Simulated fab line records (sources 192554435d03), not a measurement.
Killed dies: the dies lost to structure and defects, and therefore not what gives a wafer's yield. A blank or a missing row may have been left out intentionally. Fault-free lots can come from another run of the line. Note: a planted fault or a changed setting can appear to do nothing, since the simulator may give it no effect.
A lot that was struck, set against a sound lot / flow n5-finfet / 15 steps out of a route of 1938
Sound: these wafers, L764.3, L764.4, L764.6. Wafers struck: L775.2, L775.4, L775.5. The cause comes at the end.
Each step with rows lists, per side, the tool, then ch with its chambers, then its first start. Under that, the readings that differ: sound wafers / struck wafers / difference of the means / sigmas: that difference in standard deviations of wafers without a fault.
alike: readings whose means differ by less than 2 such deviations, and words and numbers that are the same on both sides. not compared: withheld readings, readings that some wafer has no value for, bounds like >300 that may hide the same value, and numbers for which the record gives no deviation and whose values overlap.
Wherever a step has rows on one side only, a row that says differs or no value, or a row with sigmas, the two part there. Non-overlapping numbers with no deviation appear without sigmas and do not part them. A reading that every wafer of one side lacks parts them only if that side has two wafers or more.

first, 8 steps without rows for these wafers: N5_MIM_BOT_LITHO_HMDS_01 (time 60 s); N5_MIM_BOT_LITHO_COAT_02; N5_MIM_BOT_LITHO_EBR_04; N5_MIM_BOT_LITHO_SOFTBAKE_03 (time 90 s); N5_MIM_BOT_LITHO_EXPOSE_05 (exposes mask MIM BOT); N5_MIM_BOT_LITHO_PEB_06; N5_MIM_BOT_LITHO_DEVELOP_07 (develop time 60 s); N5_MIM_BOT_LITHO_HARDBAKE_09 (time 120 s).
N5_MIM_BOT_LITHO_CD_MEAS_08: target cd 3000 nm.
  sound on cd-sem-02 ch 0, day 11 19:45; struck on cd-sem-03 ch 0, day 15 09:08
  alike: cd-nm
N5_MIM_BOT_LITHO_OVL_MEAS_11:
  sound on overlay-01 ch 0, day 11 19:47; struck on overlay-02 ch 0, day 15 09:10
  alike: MIM_BOT_OVL
N5_MIM_BOT_LITHO_INSPECT_12: inspects for defects (macro).
  struck on defect-inspect-02, day 15 09:11; sound on defect-inspect-01, day 11 19:49
  alike: raw-defect-count
N5_MIM_BOT_LITHO_DESCUM_10: chemistry O2, time 7.9 s.
  sound on rie-diel-04 ch 0,2,3, day 11 19:50; struck on rie-diel-01 ch 0,2, day 15 09:13
  alike: drypump-motor-current-A, oes-product-au, rf-vpp-V, showerhead-plenum-p-Torr, throttle-valve-pct
  not compared: rf-hours-counter-h
N5_MIM_BOT_ETCH_ETCH_04: etches SiNx in CF4/O2, target depth 26 nm, time 13 s.
  sound on rie-diel-04 ch 0,2,3, day 11 19:54; struck on rie-diel-01 ch 0,2, day 15 09:17
reading=oes_f_703_au (a.u.); sound=0.66 0.69 0.93; struck=1.01 1.06 1.06; difference=+0.28; sigmas=+3
reading=rf-fwd-power-W (W); sound=532.7 532.1 532.0; struck=657.3 660.3 658.5; difference=+126.4; sigmas=+70
reading=rf-vpp-V (V); sound=258 231 244; struck=227 209 211; difference=-29; sigmas=-4
reading=model.etch.depth-nm (nm); sound=24.67 26.05 26.66; struck=31.27 30.43 30.11; difference=+4.81; sigmas=
reading=model.MIM_BOT_ETCH.cd-offset-nm (nm); sound=0.2 0 0; struck=-0.2 -0.2 -0.2; difference=-0.3; sigmas=
  alike: drypump-motor-current-A, oes-product-au, showerhead-plenum-p-Torr, throttle-valve-pct
  not compared: rf-hours-counter-h
N5_MIM_BOT_ETCH_ETCH_03: etches the open film in Cl2/BCl3, target depth 12 nm.
  sound on rie-metal-01 ch 0,1, day 11 20:01; struck on rie-metal-01 ch 1, day 15 09:24
  alike: drypump-motor-current-A, oes-product-au, rf-fwd-power-W, throttle-valve-pct
  not compared: rf-hours-counter-h
N5_PASSIVATION_PROBE_49:
  struck on prober-02, day 15 20:13; sound on prober-01, day 12 04:50
reading=killed-at-front-end; sound=48 52 48; struck=22 33 27; difference=-22; sigmas=-2
  alike: defect-limited-yield, killed_at_M0_to_M3, killed_at_M4_up, killed-at-contacts, killed-at-other, killed-dies, killed-open, killed-short, sort_bin_4_leakage, sort_bin_5_function, sort_bin_6_memory, sort_bin_8_speed, sort-n-pass, sort-yield-pct

WHERE THEY PART
Earliest at N5_MIM_BOT_ETCH_ETCH_04; latest, in this record, at N5_PASSIVATION_PROBE_49.

WHY: what had been put in by the simulator
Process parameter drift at N5_MIM_BOT_ETCH_ETCH_04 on rie-diel-01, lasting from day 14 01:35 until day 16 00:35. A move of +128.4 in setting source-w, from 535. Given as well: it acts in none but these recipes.
